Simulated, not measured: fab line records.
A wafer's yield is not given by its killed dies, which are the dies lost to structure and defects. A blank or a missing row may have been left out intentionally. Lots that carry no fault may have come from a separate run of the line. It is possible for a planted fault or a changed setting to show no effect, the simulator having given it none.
Struck lot and sound lot, side by side	flow n5_finfet	36 out of 1938 route steps
Sound: wafers L731.1, L731.4, L731.5. Struck: wafer L738.6 (L738.1, L738.4, from the same lot, were not struck and are left out); the cause is given at the end.
Per side, at each step with rows, come the tool, then ch with its chambers, and then its first start. Under that, the readings that differ: sound wafers	struck wafers	difference of the means	sigmas: that difference in standard deviations of wafers without a fault.
alike: same words and numbers on both sides, and readings whose means sit less than 2 such deviations apart. not compared: any withheld reading, any reading some wafer has no value for, any bound like >300 that may hide the same value, and any number with overlapping values for which the record gives no deviation.
Wherever a step has rows on one side only, a row that says differs or no value, or a row with sigmas, the two part there. Numbers that don't overlap but have no deviation are shown without sigmas and don't part them. A reading missing from all wafers of one side parts the sides only when that side holds two or more wafers.

first, 9 steps without rows for these wafers: N5_PMOS_HMC_CHANNEL_EPI_EPI_26 (deposits Si from SiH4/H2, target thk 3.8 nm, time 22.7 s); N5_FIN_SAQP_PRECLEAN_42 (cleans in O3/DIW, time 60 s); N5_FIN_SAQP_PRECLEAN_00 (cleans in SC1, time 60 s); N5_FIN_SAQP_PRECLEAN_44 (cleans in SC2, time 45 s); N5_FIN_SAQP_SRD_01 (time 30 s); N5_FIN_SAQP_ALD_61 (deposits SiO2, target thk 4 nm, pulse time 1 s, purge time 2 s); N5_FIN_SAQP_DENSIFY_62 (time 60 s); N5_FIN_SAQP_HM_DEP_03 (deposits SiNx from SiH4/NH3/N2, target thk 38 nm, time 33.6 s); N5_FIN_SAQP_PECVD_47 (deposits a-Si from SiH4/He, target thk 45 nm, time 36.3 s).
N5_FIN_SAQP_PECVD_48: deposits SiNx from SiH4/NH3/N2, target thk 25 nm, time 22.1 s.
  sound on pecvd-04 ch 1, day 2 03:29; struck on pecvd-04 ch 1, day 3 21:55
reading	sound	struck	difference	sigmas
heater_power_w (W)	785 803 785	652	-139	-2
model.SiNx_of_FIN_SAQP_PECVD_48.thk_nm (nm)	24.43 24.92 24.92	40.44	+15.68	
  alike: showerhead_plenum_p_Torr, throttle_valve_pct
then, 16 steps without rows for these wafers: N5_FIN_SAQP_PECVD_06 (deposits a-Si from SiH4/He, target thk 60 nm, time 48.1 s); N5_FIN_SAQP_HM_DEP_72 (deposits SiO2 from SiH4/N2O, target thk 12 nm, time 7.2 s); N5_FIN_SAQP_COAT_49 (time 60 s, resist thk 100 nm); N5_FIN_SAQP_COAT_50 (time 60 s, resist thk 35 nm); N5_FIN_SAQP_COAT_10 (resist thk 90 nm); N5_FIN_SAQP_EBR_12; N5_FIN_SAQP_SOFTBAKE_11 (time 60 s); N5_FIN_SAQP_EXPOSE_13 (exposes mask FIN CORE, target cd 35.6 nm); N5_FIN_SAQP_PEB_14 (peb time 60 s); N5_FIN_SAQP_DEVELOP_15 (develop time 30 s); N5_FIN_SAQP_DESCUM_21 (chemistry O2, time 7.9 s); N5_FIN_SAQP_ETCH_51 (etches SiARC in CF4, target depth 45.5 nm, time 75.8 s); N5_FIN_SAQP_ETCH_52 (etches SOC in N2/H2, target depth 100 nm, overetch 20 nm, time 150 s); N5_FIN_SAQP_STRIP_53 (strips in N2/H2); N5_FIN_SAQP_HM_OPEN_73 (chemistry CHF3/O2, target SiO2, stops on a-Si, target depth 12 nm, time 16.8 s); N5_FIN_SAQP_STRIP_74 (strips in CHF3/O2).
N5_FIN_SAQP_MANDREL_ETCH_22: etches a-Si in HBr/Cl2, stops on SiNx, target depth 60 nm, bt time 10 s, time 30 s.
  sound on rie_si-04 ch 0,3, day 2 04:41; struck on rie_si-02 ch 1, day 3 22:56
reading	sound	struck	difference	sigmas
model.SiNx_of_FIN_SAQP_PECVD_48.thk_nm (nm)	24.36 24.92 24.85	40.35	+15.64	
  alike: HBr_flow_sccm, drypump_motor_current_A, mfc_cl2_sccm, oes_product_au, throttle_valve_pct
  not compared: rf_hours_counter_h
then, 7 steps without rows for these wafers: N5_FIN_SAQP_STRIP_55 (strips in N2/H2); N5_FIN_SAQP_STRIP_23 (strips in SPM, time 750 s); N5_FIN_SAQP_SRD_66 (time 30 s); N5_FIN_SAQP_RECESS_75 (chemistry HF/NH3, target SiO2, target depth 14.4 nm, afs cycles 3, sublimation time 60 s); N5_FIN_SAQP_SPACER1_ALD_24 (deposits SiO2, target thk 20.3 nm, pulse time 1 s, purge time 2 s); N5_FIN_SAQP_SPACER1_ETCHBACK_25 (etches SiO2 in CHF3/O2, target depth 24.4 nm, time 12.2 s); N5_FIN_SAQP_MANDREL1_REMOVE_56 (chemistry HBr/Cl2/O2, target a-Si, stops on SiNx, bt time 10 s).
N5_FIN_SAQP_ETCH_57: etches SiNx in CH3F/O2, target depth 32.5 nm, time 46.4 s.
  sound on rie_diel-05 ch 2,3, day 2 06:30; struck on rie_diel-04 ch 0, day 4 01:28
reading	sound	struck	difference	sigmas
etch_rf_on_time_s (s)	44.9 46.0 46.3	74.9	+29.2	+36
mfc_ar_sccm (sccm)	149.8 150.2 149.1	150.7	+1.0	+2
model.etch.depth_nm (nm)	24.36 24.92 24.85	40.35	+15.64	
  alike: drypump_motor_current_A, oes_ar_750_au, oes_product_au, rf_vpp_V, showerhead_plenum_p_Torr, throttle_valve_pct
  not compared: rf_hours_counter_h
-- here the record skips 8 days between the struck wafers' starts before and after, leaving off in module FIN_SAQP and picking up in module BEOL_M4 (first step shown: number 1111 of the route) --
N5_BEOL_M4_RC_MEAS_101:
  sound on prober-01 ch 0, day 9 06:11; struck on prober-02 ch 0, day 11 14:39
reading	sound	struck	difference	sigmas
IOFF_N (nA/um)	0.201 0.178 0.184	0.141	-0.047	-2
SS_P (mV/dec)	74.1 73.1 74.0	72.3	-1.4	-3
  alike: DIBL_N, DIBL_P, IOFF_P, ION_N, ION_P, SS_N, VT_N, VT_P

== WHERE THEY PART ==
Earliest at N5_FIN_SAQP_PECVD_48; latest, in this record, at N5_BEOL_M4_RC_MEAS_101.

WHY: the cause the simulator had injected
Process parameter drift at N5_FIN_SAQP_PECVD_48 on pecvd-04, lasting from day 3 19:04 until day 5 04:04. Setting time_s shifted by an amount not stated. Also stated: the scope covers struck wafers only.
